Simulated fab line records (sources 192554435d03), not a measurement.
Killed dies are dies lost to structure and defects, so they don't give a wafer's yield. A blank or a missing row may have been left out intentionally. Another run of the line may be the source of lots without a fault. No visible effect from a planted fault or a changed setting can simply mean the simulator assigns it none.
Chamber matching / flow n5 finfet / pecvd-02 running N5_MIM_TOP_ETCH_PECVD_03: 3 sister chambers
The step deposits SiNx from SiH4/NH3/N2, target thk 20 nm, time 17.6 s. 18 wafers are shown with their chamber, then 9 later ones without.

WAFERS, EACH WITH ITS CHAMBER
wafer=L253.2; chamber=0; showerhead plenum p Torr (Torr)=5.11; throttle valve pct (%)=39.5; heater power w (W)=774
wafer=L253.3; chamber=2; showerhead plenum p Torr (Torr)=5.15; throttle valve pct (%)=38.1; heater power w (W)=601
wafer=L253.5; chamber=0; showerhead plenum p Torr (Torr)=5.12; throttle valve pct (%)=39.6; heater power w (W)=767
wafer=L260.2; chamber=0; showerhead plenum p Torr (Torr)=5.12; throttle valve pct (%)=39.6; heater power w (W)=755
wafer=L260.3; chamber=1; showerhead plenum p Torr (Torr)=5.16; throttle valve pct (%)=39.0; heater power w (W)=872
wafer=L260.5; chamber=0; showerhead plenum p Torr (Torr)=5.12; throttle valve pct (%)=39.6; heater power w (W)=731
wafer=L261.1; chamber=2; showerhead plenum p Torr (Torr)=5.15; throttle valve pct (%)=38.1; heater power w (W)=674
wafer=L261.3; chamber=1; showerhead plenum p Torr (Torr)=5.17; throttle valve pct (%)=38.8; heater power w (W)=904
wafer=L261.4; chamber=2; showerhead plenum p Torr (Torr)=5.15; throttle valve pct (%)=38.6; heater power w (W)=693
wafer=L262.1; chamber=0; showerhead plenum p Torr (Torr)=5.11; throttle valve pct (%)=39.9; heater power w (W)=624
wafer=L262.3; chamber=2; showerhead plenum p Torr (Torr)=5.14; throttle valve pct (%)=38.2; heater power w (W)=644
wafer=L262.5; chamber=2; showerhead plenum p Torr (Torr)=5.14; throttle valve pct (%)=38.5; heater power w (W)=626
wafer=L263.2; chamber=2; showerhead plenum p Torr (Torr)=5.14; throttle valve pct (%)=38.6; heater power w (W)=692
wafer=L263.4; chamber=0; showerhead plenum p Torr (Torr)=5.12; throttle valve pct (%)=40.0; heater power w (W)=763
wafer=L263.6; chamber=0; showerhead plenum p Torr (Torr)=5.10; throttle valve pct (%)=39.7; heater power w (W)=751
wafer=L264.1; chamber=1; showerhead plenum p Torr (Torr)=5.17; throttle valve pct (%)=39.1; heater power w (W)=899
wafer=L264.4; chamber=0; showerhead plenum p Torr (Torr)=5.12; throttle valve pct (%)=39.8; heater power w (W)=749
wafer=L264.5; chamber=2; showerhead plenum p Torr (Torr)=5.15; throttle valve pct (%)=38.4; heater power w (W)=622

SIGNATURES, as means of the wafers listed above
reading=showerhead plenum p Torr; chamber 0=5.1150; chamber 1=5.1667; chamber 2=5.1457; scatter within a chamber=0.00652
reading=throttle valve pct; chamber 0=39.712; chamber 1=38.967; chamber 2=38.357; scatter within a chamber=0.192
reading=heater power w; chamber 0=739.25; chamber 1=891.67; chamber 2=650.29; scatter within a chamber=40.8
Rule: a wafer's distance from a chamber is the root of the sum, over the readings, of the square of ((its reading less the chamber's mean) divided by the reading's scatter). If the next closest chamber is less than 2 further off than the closest, the wafer can't be placed; otherwise it belongs to the closest. The scatter: take each reading less its chamber's mean, square it, sum over the shown wafers, divide by the number of wafers less the number of chambers, and take the root.

WAFERS MISSING THEIR CHAMBER
wafer=L274.2; showerhead plenum p Torr (Torr)=5.14; throttle valve pct (%)=38.8; heater power w (W)=593
wafer=L274.5; showerhead plenum p Torr (Torr)=5.15; throttle valve pct (%)=38.7; heater power w (W)=593
wafer=L274.6; showerhead plenum p Torr (Torr)=5.16; throttle valve pct (%)=38.9; heater power w (W)=938
wafer=L276.2; showerhead plenum p Torr (Torr)=5.14; throttle valve pct (%)=38.9; heater power w (W)=692
wafer=L276.3; showerhead plenum p Torr (Torr)=5.12; throttle valve pct (%)=40.1; heater power w (W)=736
wafer=L276.5; showerhead plenum p Torr (Torr)=5.13; throttle valve pct (%)=40.0; heater power w (W)=743
wafer=L275.1; showerhead plenum p Torr (Torr)=5.17; throttle valve pct (%)=38.5; heater power w (W)=928
wafer=L275.3; showerhead plenum p Torr (Torr)=5.13; throttle valve pct (%)=40.0; heater power w (W)=766
wafer=L275.4; showerhead plenum p Torr (Torr)=5.17; throttle valve pct (%)=38.8; heater power w (W)=917

WHICH CHAMBER EACH WENT THROUGH
wafer=L274.2; from the rows above=2; in truth=2
wafer=L274.5; from the rows above=2; in truth=2
wafer=L274.6; from the rows above=1; in truth=1
wafer=L276.2; from the rows above=2; in truth=2
wafer=L276.3; from the rows above=0; in truth=0
wafer=L276.5; from the rows above=0; in truth=0
wafer=L275.1; from the rows above=1; in truth=1
wafer=L275.3; from the rows above=0; in truth=0
wafer=L275.4; from the rows above=1; in truth=1
Correctly placed: 9 of 9. Left unplaced by these rows: 0. Wrongly placed: 0.
